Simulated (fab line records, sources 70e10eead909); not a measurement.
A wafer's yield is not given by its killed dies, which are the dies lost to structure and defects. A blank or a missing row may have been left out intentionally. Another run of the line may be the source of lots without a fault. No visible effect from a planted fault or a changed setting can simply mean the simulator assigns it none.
Which tool is to blame?    flow nand-harc    72 wafers from 24 lots sampled at 5 of the route's 1302 steps

== WHAT EACH GAUGE READ, for each wafer ==
NHARC_P_M0_INSPECT_27. Usual: raw-defect-count 278, standard deviation 96.
lot   measured      on                 raw-defect-count  flag
L074  day 6 15:07   defect-inspect-01  194 312 258       
L075  day 6 20:04   defect-inspect-02  383 352 293       
L076  day 7 09:32   defect-inspect-01  186 115 177       
L077  day 7 16:42   defect-inspect-01  275 170 178       
L078  day 8 03:33   defect-inspect-01  246 224 205       
L079  day 8 04:43   defect-inspect-02  143 277 420       
L080  day 8 14:31   defect-inspect-01  662 257 465       
L081  day 9 07:35   defect-inspect-02  344 384 375       
L082  day 9 10:01   defect-inspect-02  318 437 298       
L083  day 10 06:26  defect-inspect-02  183 210 241       
L084  day 10 09:52  defect-inspect-01  274 213 311       
L085  day 10 22:50  defect-inspect-02  313 183 304       
L086  day 11 02:15  defect-inspect-02  342 262 240       
L087  day 12 00:15  defect-inspect-02  294 281 272       
L088  day 12 12:11  defect-inspect-01  211 324 294       
L089  day 12 17:49  defect-inspect-02  207 474 449       
L090  day 13 13:00  defect-inspect-01  265 200 182       
L091  day 13 13:33  defect-inspect-02  288 208 190       
L092  day 13 22:06  defect-inspect-01  224 222 331       
L093  day 14 06:22  defect-inspect-02  168 166 174       
L095  day 15 03:46  defect-inspect-01  299 426 218       
L094  day 15 04:04  defect-inspect-02  213 242 250       
L096  day 15 05:51  defect-inspect-01  392 343 294       
L097  day 15 18:11  defect-inspect-02  287 240 277       

NHARC_P_M1_OVL_MEAS_10: pitch 260 nm. Usual: overlay-x-nm -0.2 nm, standard deviation 0.89; overlay-y-nm 0.1 nm, standard deviation 0.98.
lot   measured      on          overlay-x-nm (nm)  overlay-y-nm (nm)  flag
L074  day 6 16:35   overlay-01  -0.6 -1.3 -0.9     0.8 0.0 0.4        
L075  day 6 21:35   overlay-01  -0.4 -0.2 -0.5     1.2 1.0 0.4        
L076  day 7 10:53   overlay-02  0.5 0.2 0.4        0.0 -0.1 0.4       
L077  day 7 18:11   overlay-02  0.9 1.2 0.6        -1.4 -1.2 -0.9     
L078  day 8 05:02   overlay-02  0.1 0.4 1.0        1.3 1.1 0.9        
L079  day 8 06:13   overlay-02  -0.6 0.1 -0.4      0.2 -0.4 -0.3      
L080  day 8 15:52   overlay-01  0.1 0.5 0.6        0.8 1.4 0.7        
L081  day 9 08:56   overlay-02  -1.2 -1.2 -0.8     0.3 0.1 0.3        
L082  day 9 11:22   overlay-02  -0.6 -0.1 -1.0     1.2 1.5 1.7        
L083  day 10 08:04  overlay-01  -1.2 -1.4 -0.8     -1.5 -2.0 -1.3     
L084  day 10 11:31  overlay-01  -2.3 -2.8 -1.9     -0.5 -0.9 -0.4     
L085  day 11 00:20  overlay-02  -0.6 -0.6 -0.5     -0.6 -1.1 -0.8     
L086  day 11 04:01  overlay-02  0.9 1.6 1.2        -0.3 0.2 -0.7      
L087  day 12 01:43  overlay-01  -1.1 -1.1 -1.3     0.2 0.6 0.8        
L088  day 12 13:34  overlay-02  0.2 1.3 0.9        0.7 0.8 0.7        
L089  day 12 19:22  overlay-02  0.2 0.3 -0.3       -2.5 -2.3 -2.1     
L090  day 13 14:35  overlay-01  -0.1 -0.1 -0.6     0.1 -0.1 0.0       
L091  day 13 15:12  overlay-02  -0.6 -1.3 -0.7     0.9 1.4 1.9        
L092  day 13 23:47  overlay-02  0.1 -0.1 0.4       0.6 0.6 0.9        
L093  day 14 07:43  overlay-02  1.1 0.8 0.8        -0.7 -0.3 -0.2     
L095  day 15 05:17  overlay-02  0.5 0.2 -0.1       1.3 1.2 1.6        
L094  day 15 05:36  overlay-02  0.5 0.1 0.5        0.0 -0.4 -0.1      
L096  day 15 07:23  overlay-01  -0.2 0.5 -0.2      0.1 -0.6 -0.8      
L097  day 15 19:40  overlay-02  -1.6 -0.2 -0.9     -1.6 -1.0 -0.7     

== TOOL THAT RAN EACH LOT (tool first, then ch and the chambers of the sampled wafers, then the start) ==
lot   NHARC_P_M0_PVD_21                        NHARC_P_M0_CMP_23              NHARC_P_M0_PRE_CLEAN_31
L074  pvd-sputter-03, day 6 14:39 or earlier   cmp-02 ch 0,1, day 6 14:39     pecvd-03 ch 0,1,2, day 6 15:11
L075  pvd-sputter-03, day 6 19:38 or earlier   cmp-02 ch 1,2,3, day 6 19:38   pecvd-03 ch 0,1, day 6 20:09
L076  pvd-sputter-01, day 7 09:05 or earlier   cmp-01 ch 0,3, day 7 09:05     pecvd-01 ch 0,2, day 7 09:37
L077  pvd-sputter-02, day 7 16:13 or earlier   cmp-03 ch 0,1,2, day 7 16:13   pecvd-03 ch 1,2, day 7 16:46
L078  pvd-sputter-02, day 8 03:03 or earlier   cmp-02 ch 1,2,3, day 8 03:03   pecvd-01 ch 0,1,2, day 8 03:38
L079  pvd-sputter-02, day 8 04:13 or earlier   cmp-02 ch 0,1,3, day 8 04:13   pecvd-01 ch 0,1,2, day 8 04:47
L080  pvd-sputter-02, day 8 14:05 or earlier   cmp-01 ch 0,1,3, day 8 14:05   pecvd-02 ch 0,1, day 8 14:35
L081  pvd-sputter-03, day 9 07:07 or earlier   cmp-03 ch 0,1,3, day 9 07:07   pecvd-03 ch 0,1,2, day 9 07:38
L082  pvd-sputter-02, day 9 09:33 or earlier   cmp-02 ch 2,3, day 9 09:33     pecvd-03 ch 0,1,2, day 9 10:05
L083  pvd-sputter-02, day 10 05:58 or earlier  cmp-03 ch 0,1,3, day 10 05:58  pecvd-02 ch 0,1, day 10 06:32
L084  pvd-sputter-01, day 10 09:26 or earlier  cmp-01 ch 0,1,2, day 10 09:26  pecvd-01 ch 2, day 10 09:58
L085  pvd-sputter-02, day 10 22:22 or earlier  cmp-01 ch 0,2,3, day 10 22:22  pecvd-03 ch 0,1, day 10 22:55
L086  pvd-sputter-03, day 11 01:47 or earlier  cmp-03 ch 0,1,3, day 11 01:47  pecvd-01 ch 0,2, day 11 02:20
L087  pvd-sputter-02, day 11 23:47 or earlier  cmp-01 ch 0,2, day 11 23:47    pecvd-03 ch 0,1, day 12 00:21
L088  pvd-sputter-02, day 12 11:44 or earlier  cmp-02 ch 0,1,3, day 12 11:44  pecvd-02 ch 0,2, day 12 12:17
L089  pvd-sputter-01, day 12 17:21 or earlier  cmp-03 ch 0,1, day 12 17:21    pecvd-02 ch 0,1,2, day 12 17:58
L090  pvd-sputter-02, day 13 12:31 or earlier  cmp-03 ch 2,3, day 13 12:31    pecvd-03 ch 0,1, day 13 13:20
L091  pvd-sputter-01, day 13 13:05 or earlier  cmp-02 ch 0,2,3, day 13 13:05  pecvd-01 ch 0,1, day 13 13:37
L092  pvd-sputter-01, day 13 21:43 or earlier  cmp-02 ch 0,2,3, day 13 21:43  pecvd-03 ch 0,1,2, day 13 22:13
L093  pvd-sputter-02, day 14 05:53 or earlier  cmp-01 ch 0,1, day 14 05:53    pecvd-03 ch 0,1,2, day 14 06:26
L095  pvd-sputter-01, day 15 03:17 or earlier  cmp-01 ch 1,2, day 15 03:17    pecvd-02 ch 1,2, day 15 03:50
L094  pvd-sputter-02, day 15 03:37 or earlier  cmp-02 ch 0,1,3, day 15 03:37  pecvd-02 ch 1,2, day 15 04:10
L096  pvd-sputter-01, day 15 05:23 or earlier  cmp-01 ch 0,1,2, day 15 05:23  pecvd-01 ch 0,1, day 15 05:55
L097  pvd-sputter-02, day 15 17:46 or earlier  cmp-01 ch 0,1,3, day 15 17:46  pecvd-02 ch 0,2, day 15 18:15
- NHARC_P_M0_PVD_21: deposits Cu, target thk 30 nm, time 20.49 s.
- NHARC_P_M0_CMP_23: polishes, t overpolish 20 s, target thk 117.54 nm.
- NHARC_P_M0_PRE_CLEAN_31: time 12 s.

== WHAT THE TOOLS THEMSELVES READ (means of the sampled wafers that have a number; where no wafer has one, the mark that the record gives instead) ==
NHARC_P_M0_PVD_21. Usual: throttle-valve-pct 29.5 %, standard deviation 1.2.
lot   tool            throttle-valve-pct (%)  flag
L074  pvd-sputter-03  29.7                    
L075  pvd-sputter-03  29.8                    
L076  pvd-sputter-01  30.5                    
L077  pvd-sputter-02  28.3                    
L078  pvd-sputter-02  29.1                    
L079  pvd-sputter-02  28.7                    
L080  pvd-sputter-02  28.9                    
L081  pvd-sputter-03  29.8                    
L082  pvd-sputter-02  28.9                    
L083  pvd-sputter-02  29.0                    
L084  pvd-sputter-01  30.9                    
L085  pvd-sputter-02  28.5                    
L086  pvd-sputter-03  29.3                    
L087  pvd-sputter-02  28.4                    
L088  pvd-sputter-02  28.3                    
L089  pvd-sputter-01  30.4                    
L090  pvd-sputter-02  28.3                    
L091  pvd-sputter-01  31.2                    
L092  pvd-sputter-01  31.2                    
L093  pvd-sputter-02  28.3                    
L095  pvd-sputter-01  30.4                    
L094  pvd-sputter-02  28.9                    
L096  pvd-sputter-01  31.0                    
L097  pvd-sputter-02  29.2                    

NHARC_P_M0_CMP_23. Usual: motor-current-A 12.3 A, standard deviation 1.4; time-to-endpoint-s 29 s, standard deviation 3.7.
lot   tool    motor-current-A (A)  time-to-endpoint-s (s)  flag
L074  cmp-02  12.9                 29                      
L075  cmp-02  12.3                 33                      
L076  cmp-01  13.0                 29                      
L077  cmp-03  13.4                 33                      
L078  cmp-02  12.0                 30                      
L079  cmp-02  11.7                 30                      
L080  cmp-01  13.0                 28                      
L081  cmp-03  12.8                 33                      
L082  cmp-02  11.7                 31                      
L083  cmp-03  12.8                 28                      
L084  cmp-01  11.7                 26                      
L085  cmp-01  12.7                 26                      
L086  cmp-03  12.9                 30                      
L087  cmp-01  11.6                 21                      
L088  cmp-02  11.9                 29                      
L089  cmp-03  14.2                 29                      
L090  cmp-03  11.6                 26                      
L091  cmp-02  11.3                 29                      
L092  cmp-02  11.3                 29                      
L093  cmp-01  11.5                 25                      
L095  cmp-01  11.2                 26                      
L094  cmp-02  11.7                 27                      
L096  cmp-01  11.6                 27                      
L097  cmp-01  12.9                 26                      

NHARC_P_M0_PRE_CLEAN_31. Usual: heater-power-w 633 W, standard deviation 81.
lot   tool      heater-power-w (W)  flag
L074  pecvd-03  588                 
L075  pecvd-03  609                 
L076  pecvd-01  649                 
L077  pecvd-03  563                 
L078  pecvd-01  666                 
L079  pecvd-01  648                 
L080  pecvd-02  651                 
L081  pecvd-03  623                 
L082  pecvd-03  603                 
L083  pecvd-02  701                 
L084  pecvd-01  633                 
L085  pecvd-03  635                 
L086  pecvd-01  666                 
L087  pecvd-03  644                 
L088  pecvd-02  639                 
L089  pecvd-02  637                 
L090  pecvd-03  659                 
L091  pecvd-01  652                 
L092  pecvd-03  633                 
L093  pecvd-03  616                 
L095  pecvd-02  605                 
L094  pecvd-02  614                 
L096  pecvd-01  686                 
L097  pecvd-02  598                 

== THE ANSWER, worked out from the rows above alone ==
Rule: lot off if the mean of its wafers having a number is beyond 3 standard deviations from the usual mean. A lot without any number at a reading at which 4 lots or more have one is off too. The other lots that the step has rows for count as sound. Order of review: gauges by route order, followed by the tools' own readings, for which a lot's mean as printed above is used. At the first step where some lot is off, the reading lying furthest off is the one used; lots without a number count as furthest.
Nothing can be told from this: no lot is off at any reading shown.

== WHAT THE SIMULATOR HAD INSERTED ==
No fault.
